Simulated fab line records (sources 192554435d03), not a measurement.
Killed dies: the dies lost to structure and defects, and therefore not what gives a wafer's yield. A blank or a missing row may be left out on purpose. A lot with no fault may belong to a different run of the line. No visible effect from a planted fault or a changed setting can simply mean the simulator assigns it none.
Matching of chambers | flow n5-finfet | 3 sister chambers for N5_BEOL_M7_CURE_75 on uv-cure-03
The step cures SiCOH lowk, time 120 s. 5 wafers are shown with their chamber, then 8 later ones without.

WAFERS PAIRED WITH THEIR CHAMBERS
wafer  | chamber | wafer_temp_C_max | lamp-power-pct (%)
L075.3 | 1       | 371.6            | 52.26
L075.6 | 1       | 371.4            | 52.38
L086.2 | 0       | 372.0            | 52.42
L086.6 | 0       | 373.0            | 52.38
L090.3 | 2       | 372.3            | 52.29

WAFERS WHOSE CHAMBER IS MISSING
wafer  | wafer_temp_C_max | lamp-power-pct (%)
L090.4 | 372.4            | 52.31
L090.6 | 372.6            | 52.43
L094.1 | 371.9            | 52.39
L094.4 | 372.0            | 52.36
L094.6 | 371.6            | 52.22
L096.3 | 372.1            | 52.43
L096.4 | 372.1            | 52.27
L096.6 | 373.5            | 52.31

WHICH CHAMBER EACH ONE RAN IN
wafer  | from the rows above          | in truth
L090.4 | can't be placed: 2 or 0 or 1 | 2
L090.6 | can't be placed: 0 or 2      | 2
L094.1 | can't be placed: 0 or 1 or 2 | 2
L094.4 | can't be placed: 1 or 0 or 2 | 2
L094.6 | can't be placed: 1 or 2 or 0 | 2
L096.3 | can't be placed: 0 or 1 or 2 | 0
L096.4 | can't be placed: 2 or 1 or 0 | 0
L096.6 | can't be placed: 2 or 0 or 1 | 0
Correctly placed: 0 of 8. Not placeable from these rows: 8 (in 8, the candidates include the true chamber). Wrongly placed: 0.
How it was worked out, from the rows above alone: a wafer's distance from a chamber is the root of the sum, over the readings, of the square of ((its reading less the chamber's mean) divided by the reading's scatter). The wafer belongs to the nearest chamber; if the next one is less than 2 further off, it can't be placed. For every chamber, the mean is computed from those of its wafers that are shown. How the scatter is found: for the shown wafers, subtract from each reading the mean of its chamber, square and add these, divide the total by (wafers less chambers), then take the root.
